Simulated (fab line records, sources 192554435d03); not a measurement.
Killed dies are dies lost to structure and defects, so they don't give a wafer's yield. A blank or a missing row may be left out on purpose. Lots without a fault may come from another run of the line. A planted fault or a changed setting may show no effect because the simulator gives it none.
Which tool did it? | flow n5_finfet | 10 lots, 30 wafers sampled, at 4 steps of a route of 1938

WHAT THE GAUGES READ, wafer by wafer
N5_MIM_BOT_LITHO_OVL_MEAS_11.
lot  | measured     | on         | MIM_BOT_OVL (nm)
L345 | day 12 03:56 | overlay-01 | -5 -1 -4
L349 | day 13 15:55 | overlay-01 | -17 -14 -13
L348 | day 13 19:13 | overlay-01 | -8 -11 -9
L347 | day 13 23:43 | overlay-01 | -12 -6 -1
L358 | day 15 17:05 | overlay-01 | -1 -4 3
L357 | day 15 21:18 | overlay-01 | -6 2 2
L361 | day 16 18:40 | overlay-01 | -4 -2 -5
L363 | day 17 01:12 | overlay-01 | -3 -9 -5
L364 | day 17 15:05 | overlay-02 | -2 -3 -3
L367 | day 18 08:09 | overlay-02 | -6 10 6

N5_PASSIVATION_CD_MEAS_44: target cd 40000 nm.
lot  | measured     | on        | cd_nm (nm)
L345 | day 12 10:25 | cd_sem-02 | 40000 40000 39996
L349 | day 13 21:55 | cd_sem-02 | 39997 39998 39995
L348 | day 14 01:30 | cd_sem-01 | 40001 40002 40003
L347 | day 14 05:36 | cd_sem-02 | 40000 40004 39995
L358 | day 16 03:19 | cd_sem-01 | 39981 39982 39985
L357 | day 16 05:52 | cd_sem-02 | 39988 39980 39986
L361 | day 16 23:47 | cd_sem-02 | 40001 40002 40006
L363 | day 17 08:05 | cd_sem-03 | 39997 40000 39994
L364 | day 17 22:21 | cd_sem-02 | 40000 40005 40002
L367 | day 18 13:32 | cd_sem-01 | 40001 39994 39997

WHICH TOOL RAN EACH LOT (tool, then ch and the chambers of the sampled wafers, then the start)
lot  | N5_MIM_TOP_ETCH_STRIP_01           | N5_PASSIVATION_EXPOSE_41
L345 | rie_diel-01 ch 0,1,2, day 12 03:22 | krf_scanner-02 ch 0, day 12 10:14
L349 | rie_diel-05 ch 2,3, day 13 15:28   | krf_scanner-02 ch 0, day 13 21:45
L348 | rie_diel-05 ch 0,2,3, day 13 18:46 | krf_scanner-02 ch 0, day 14 01:19
L347 | rie_diel-05 ch 0,1,3, day 13 23:13 | krf_scanner-01 ch 0, day 14 05:26
L358 | rie_diel-01 ch 1,2,3, day 15 16:30 | krf_scanner-02 ch 0, day 16 03:08
L357 | rie_diel-06 ch 1,3, day 15 20:44   | krf_scanner-02 ch 0, day 16 05:41
L361 | rie_diel-06 ch 1,2, day 16 18:13   | krf_scanner-01 ch 0, day 16 23:37
L363 | rie_diel-01 ch 0,2, day 17 00:44   | krf_scanner-01 ch 0, day 17 07:53
L364 | rie_diel-01 ch 1,2,3, day 17 14:30 | krf_scanner-01 ch 0, day 17 22:11
L367 | rie_diel-06 ch 0,2, day 18 07:41   | krf_scanner-01 ch 0, day 18 13:21
- N5_MIM_TOP_ETCH_STRIP_01: strips in O2.
- N5_PASSIVATION_EXPOSE_41: exposes mask PASS OPEN, defocus 0 nm, target cd 40000 nm.

WHAT THE TOOLS THEMSELVES READ (means of the sampled wafers that have a number; where no wafer has one, the mark that the record gives instead)
N5_MIM_TOP_ETCH_STRIP_01.
lot  | tool        | chamber_pressure_mTorr (mTorr) | drypump_motor_current_A (A) | oes_product_au (a.u.) | rf_vpp_V (V) | showerhead_plenum_p_Torr (Torr) | throttle_valve_pct (%)
L345 | rie_diel-01 | 30.01                          | 6.1                         | 0.76                  | 5.0          | 2.13                            | 16.58
L349 | rie_diel-05 | 29.95                          | 5.7                         | 0.85                  | 4.8          | 2.15                            | 16.70
L348 | rie_diel-05 | 30.01                          | 5.7                         | 0.78                  | 2.7          | 2.10                            | 16.79
L347 | rie_diel-05 | 29.99                          | 5.8                         | 0.81                  | 2.7          | 2.13                            | 16.64
L358 | rie_diel-01 | 30.07                          | 6.1                         | 0.71                  | 4.8          | 2.10                            | 16.62
L357 | rie_diel-06 | 29.94                          | 6.0                         | 0.76                  | 4.6          | 2.11                            | 16.65
L361 | rie_diel-06 | 29.96                          | 6.0                         | 0.73                  | 3.2          | 2.10                            | 16.72
L363 | rie_diel-01 | 30.03                          | 6.1                         | 0.71                  | 2.8          | 2.05                            | 16.69
L364 | rie_diel-01 | 29.97                          | 6.1                         | 0.81                  | 3.2          | 2.10                            | 16.45
L367 | rie_diel-06 | 30.03                          | 5.4                         | 0.93                  | 3.5          | 2.19                            | 16.78

N5_PASSIVATION_EXPOSE_41.
lot  | tool           | exposure_dose_mJ_cm2
L345 | krf_scanner-02 | 57.20
L349 | krf_scanner-02 | 57.26
L348 | krf_scanner-02 | 57.20
L347 | krf_scanner-01 | 57.23
L358 | krf_scanner-02 | 54.92
L357 | krf_scanner-02 | 54.94
L361 | krf_scanner-01 | 57.29
L363 | krf_scanner-01 | 57.30
L364 | krf_scanner-01 | 57.24
L367 | krf_scanner-01 | 57.16

THE ANSWER, worked out from the rows above alone
Rule: what is usual is taken from the lots themselves. Put in order of their means at a reading, lots are off if they are a third of the lots or fewer, leave a main group of 4 or more, and stand apart from it by a gap of 3 or more times the standard deviation of the main group's means; of several such gaps the widest counts. A main group whose means are all the same, to the digits that the tables above print for the reading, isn't used. A lot without any number at a reading at which 4 lots or more have one is off too. The other lots that the step has rows for count as sound. The gauges are gone through in route order, then the tools' own readings, and for those a lot's mean is taken as printed above. The first step at which some lot is off is used, and at that step the reading that is off furthest; a lot without a number counts as furthest.
Off: L358, L357, at N5_PASSIVATION_CD_MEAS_44 (cd_nm). The main group: mean 40000 nm, standard deviation 2.4.
A tool fits if, at a process step before that reading, it ran every lot that is off, and no sound lot after the first of them. The gauges at N5_PASSIVATION_CD_MEAS_44 aren't tried: what is off there is off at N5_PASSIVATION_EXPOSE_41 too, on other tools, and a gauge's error can't cause that. One fits: krf_scanner-02 at N5_PASSIVATION_EXPOSE_41. Its last sound lot is L348 (day 14 01:19), its first lot that is off L358 (day 16 03:08): a fault that began between those two fits.
The tool's own readings at N5_PASSIVATION_EXPOSE_41 bear it out: on the lots that are off they differ by more than 5 times the standard deviation of the sound lots' means. exposure_dose_mJ_cm2 reads 54.93 there against 57.23 on the sound lots.

WHAT THE SIMULATOR HAD PUT IN
Process parameter drift: krf_scanner-02, from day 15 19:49 on, at N5_PASSIVATION_EXPOSE_41. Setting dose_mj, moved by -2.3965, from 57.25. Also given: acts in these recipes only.
Lots struck among those shown: L358, L357. The rule above found the same.
